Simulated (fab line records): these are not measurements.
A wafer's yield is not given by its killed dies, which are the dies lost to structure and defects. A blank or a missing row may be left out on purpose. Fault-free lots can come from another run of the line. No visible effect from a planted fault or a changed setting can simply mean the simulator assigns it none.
Chamber matching | flow nand-harc | NHARC_A_STAIRCASE_TRIM_196 on rie-diel-13 has 4 sister chambers
The step chemistry O2, time 211.2 s. 8 wafers are shown with their chamber, then 10 later ones without.

WAFERS, EACH WITH ITS CHAMBER
wafer  | chamber | drypump-motor-current-A (A) | showerhead-plenum-p-Torr (Torr)
L077.2 | 3       | 5.2                         | 3.74
L082.2 | 2       | 5.2                         | 3.65
L082.4 | 1       | 5.8                         | 3.33
L086.1 | 3       | 5.2                         | 3.72
L086.5 | 2       | 5.2                         | 3.64
L086.6 | 1       | 5.9                         | 3.32
L085.1 | 0       | 5.6                         | 3.51
L085.5 | 0       | 5.6                         | 3.51

WAFERS MISSING THEIR CHAMBER
wafer  | drypump-motor-current-A (A) | showerhead-plenum-p-Torr (Torr)
L085.6 | 5.2                         | 3.72
L088.4 | 5.9                         | 3.32
L088.5 | 5.2                         | 3.72
L088.6 | 5.6                         | 3.51
L093.1 | 5.8                         | 3.31
L093.3 | 5.3                         | 3.71
L093.6 | 5.6                         | 3.50
L095.2 | 5.2                         | 3.62
L095.3 | 5.9                         | 3.31
L095.5 | 5.6                         | 3.49

EACH ONE'S CHAMBER
wafer  | from the rows above | in truth
L085.6 | 3                   | 3
L088.4 | 1                   | 1
L088.5 | 3                   | 3
L088.6 | 0                   | 0
L093.1 | 1                   | 1
L093.3 | 3                   | 3
L093.6 | 0                   | 0
L095.2 | 2                   | 2
L095.3 | 1                   | 1
L095.5 | 0                   | 0
Correctly placed: 10 of 10. Number that these rows cannot place: 0. Placed wrongly: 0.
How it was worked out, from the rows above alone: a wafer's distance from a chamber is the root of the sum, over the readings, of the square of ((its reading less the chamber's mean) divided by the reading's scatter). The wafer belongs to the nearest chamber; if the next one is less than 2 further off, it can't be placed. A chamber's mean is the mean of its shown wafers. How the scatter is found: for the shown wafers, subtract from each reading the mean of its chamber, square and add these, divide the total by (wafers less chambers), then take the root.
